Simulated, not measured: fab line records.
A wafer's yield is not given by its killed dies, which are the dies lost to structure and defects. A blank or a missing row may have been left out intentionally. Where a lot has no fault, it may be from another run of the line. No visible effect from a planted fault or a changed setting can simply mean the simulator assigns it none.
What tool caused it? :: flow n5Finfet :: 10 lots with 30 wafers sampled at 3 steps, on a route of 1938 steps

## WHAT THE GAUGES READ, wafer by wafer
N5_PASSIVATION_CD_MEAS_30 targets a cd of 4000 nm.
lot: L512
measured: day 12 15:59
on: cdSem-03
cdNm (nm): 4000.7 3999.3 3997.8

lot: L513
measured: day 12 16:09
on: cdSem-01
cdNm (nm): 3996.6 3996.6 3999.2

lot: L514
measured: day 13 01:27
on: cdSem-03
cdNm (nm): 4000.5 3999.6 4000.7

lot: L518
measured: day 14 13:59
on: cdSem-02
cdNm (nm): 3941.9 3940.3 3942.8

lot: L522
measured: day 15 14:27
on: cdSem-01
cdNm (nm): 3941.2 3939.8 3940.7

lot: L524
measured: day 15 18:11
on: cdSem-01
cdNm (nm): 4001.5 3999.3 4000.1

lot: L526
measured: day 16 22:38
on: cdSem-03
cdNm (nm): 3998.5 3999.7 3999.9

lot: L527
measured: day 17 02:36
on: cdSem-01
cdNm (nm): 3997.3 3998.0 3998.6

lot: L530
measured: day 17 16:09
on: cdSem-02
cdNm (nm): 3998.6 4000.5 4001.8

lot: L531
measured: day 17 23:29
on: cdSem-02
cdNm (nm): 3998.9 3998.7 4001.9

## WHAT TOOL EACH LOT RAN ON (gives the tool, then ch and the chambers of the sampled wafers, and finally the start)
lot: L512
N5_PASSIVATION_PECVD_55: pecvd-01 ch 0,1,2, day 12 12:58
N5_PASSIVATION_EXPOSE_27: krfScanner-01 ch 0, day 12 15:49

lot: L513
N5_PASSIVATION_PECVD_55: pecvd-02 ch 0,2, day 12 13:21
N5_PASSIVATION_EXPOSE_27: krfScanner-02 ch 0, day 12 15:58

lot: L514
N5_PASSIVATION_PECVD_55: pecvd-01 ch 0,1,2, day 12 22:10
N5_PASSIVATION_EXPOSE_27: krfScanner-01 ch 0, day 13 01:17

lot: L518
N5_PASSIVATION_PECVD_55: pecvd-02 ch 1,2, day 14 10:58
N5_PASSIVATION_EXPOSE_27: krfScanner-01 ch 0, day 14 13:48

lot: L522
N5_PASSIVATION_PECVD_55: pecvd-01 ch 0,2, day 15 10:11
N5_PASSIVATION_EXPOSE_27: krfScanner-01 ch 0, day 15 14:16

lot: L524
N5_PASSIVATION_PECVD_55: pecvd-02 ch 0,1,2, day 15 16:09
N5_PASSIVATION_EXPOSE_27: krfScanner-02 ch 0, day 15 18:00

lot: L526
N5_PASSIVATION_PECVD_55: pecvd-02 ch 0,1,2, day 16 19:50
N5_PASSIVATION_EXPOSE_27: krfScanner-02 ch 0, day 16 22:28

lot: L527
N5_PASSIVATION_PECVD_55: pecvd-02 ch 0,2, day 17 00:30
N5_PASSIVATION_EXPOSE_27: krfScanner-02 ch 0, day 17 02:25

lot: L530
N5_PASSIVATION_PECVD_55: pecvd-04 ch 0,1, day 17 14:11
N5_PASSIVATION_EXPOSE_27: krfScanner-02 ch 0, day 17 15:58

lot: L531
N5_PASSIVATION_PECVD_55: pecvd-04 ch 0,1, day 17 18:10
N5_PASSIVATION_EXPOSE_27: krfScanner-02 ch 0, day 17 23:19
- N5_PASSIVATION_PECVD_55: deposits SiO2 from SiH4/N2O, target thk 400 nm, time 22.5 s.
- N5_PASSIVATION_EXPOSE_27: exposes mask PAD, defocus 0 nm.

## AS READ BY THE TOOLS THEMSELVES (means over the sampled wafers that have a number; for cases with no such wafer, the mark the record gives instead)
N5_PASSIVATION_PECVD_55.
lot: L512
tool: pecvd-01
heaterPowerW (W): 706
showerheadPlenumPTorr (Torr): 8.22
susceptorTempC (C): 400.02
throttleValvePct (%): 51.0

lot: L513
tool: pecvd-02
heaterPowerW (W): 606
showerheadPlenumPTorr (Torr): 8.28
susceptorTempC (C): 400.02
throttleValvePct (%): 50.0

lot: L514
tool: pecvd-01
heaterPowerW (W): 732
showerheadPlenumPTorr (Torr): 8.23
susceptorTempC (C): 399.96
throttleValvePct (%): 51.1

lot: L518
tool: pecvd-02
heaterPowerW (W): 487
showerheadPlenumPTorr (Torr): 8.20
susceptorTempC (C): 399.97
throttleValvePct (%): 51.7

lot: L522
tool: pecvd-01
heaterPowerW (W): 646
showerheadPlenumPTorr (Torr): 8.21
susceptorTempC (C): 399.96
throttleValvePct (%): 51.2

lot: L524
tool: pecvd-02
heaterPowerW (W): 622
showerheadPlenumPTorr (Torr): 8.26
susceptorTempC (C): 400.02
throttleValvePct (%): 51.1

lot: L526
tool: pecvd-02
heaterPowerW (W): 633
showerheadPlenumPTorr (Torr): 8.27
susceptorTempC (C): 399.92
throttleValvePct (%): 51.1

lot: L527
tool: pecvd-02
heaterPowerW (W): 666
showerheadPlenumPTorr (Torr): 8.32
susceptorTempC (C): 400.20
throttleValvePct (%): 50.3

lot: L530
tool: pecvd-04
heaterPowerW (W): 807
showerheadPlenumPTorr (Torr): 8.17
susceptorTempC (C): 400.17
throttleValvePct (%): 51.2

lot: L531
tool: pecvd-04
heaterPowerW (W): 811
showerheadPlenumPTorr (Torr): 8.17
susceptorTempC (C): 400.01
throttleValvePct (%): 52.9

N5_PASSIVATION_EXPOSE_27.
lot: L512
tool: krfScanner-01
exposureDoseMJCm2: 32.33

lot: L513
tool: krfScanner-02
exposureDoseMJCm2: 32.30

lot: L514
tool: krfScanner-01
exposureDoseMJCm2: 32.31

lot: L518
tool: krfScanner-01
exposureDoseMJCm2: 23.39

lot: L522
tool: krfScanner-01
exposureDoseMJCm2: 23.39

lot: L524
tool: krfScanner-02
exposureDoseMJCm2: 32.28

lot: L526
tool: krfScanner-02
exposureDoseMJCm2: 32.30

lot: L527
tool: krfScanner-02
exposureDoseMJCm2: 32.34

lot: L530
tool: krfScanner-02
exposureDoseMJCm2: 32.33

lot: L531
tool: krfScanner-02
exposureDoseMJCm2: 32.30

## THE ANSWER, worked out from the rows above alone
Rule: usual is defined by the lots themselves. Put in order of their means at a reading, lots are off if they are a third of the lots or fewer, leave a main group of 4 or more, and stand apart from it by a gap of 3 or more times the standard deviation of the main group's means; of several such gaps the widest counts. A main group whose means are all the same, to the digits that the tables above print for the reading, isn't used. A lot without any number at a reading at which 4 lots or more have one is off too. Where the step has rows for the other lots, those lots are counted as sound. First the gauges in route order, then the tools' own readings, where a lot's mean is used as printed above. At the first step where some lot is off, the reading lying furthest off is the one used; lots without a number count as furthest.
Off, at N5_PASSIVATION_CD_MEAS_30 on cdNm: L518, L522. Mean 3999.3 nm and standard deviation 1 in the main group.
A tool fits if, at a process step before that reading, it ran every lot that is off, and no sound lot after the first of them. The gauges at N5_PASSIVATION_CD_MEAS_30 aren't tried: what is off there is off at N5_PASSIVATION_EXPOSE_27 too, on other tools, and a gauge's error can't cause that. One fits: N5_PASSIVATION_EXPOSE_27 on krfScanner-01. Its last sound lot is L514 (day 13 01:17), its first lot that is off L518 (day 14 13:48): a fault that began between those two fits.
On the lots that are off, the tool's own readings at N5_PASSIVATION_EXPOSE_27 differ by more than 5 times the standard deviation of the sound lots' means, which bears it out; exposureDoseMJCm2 reads 23.39 there versus 32.31 on the sound lots.

## WHAT THE SIMULATOR HAD INSERTED
Process parameter drift: krfScanner-01, from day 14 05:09 on, at N5_PASSIVATION_EXPOSE_27. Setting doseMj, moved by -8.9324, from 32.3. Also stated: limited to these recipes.
Struck lots among those shown: L518, L522. The rule given above showed the same thing.
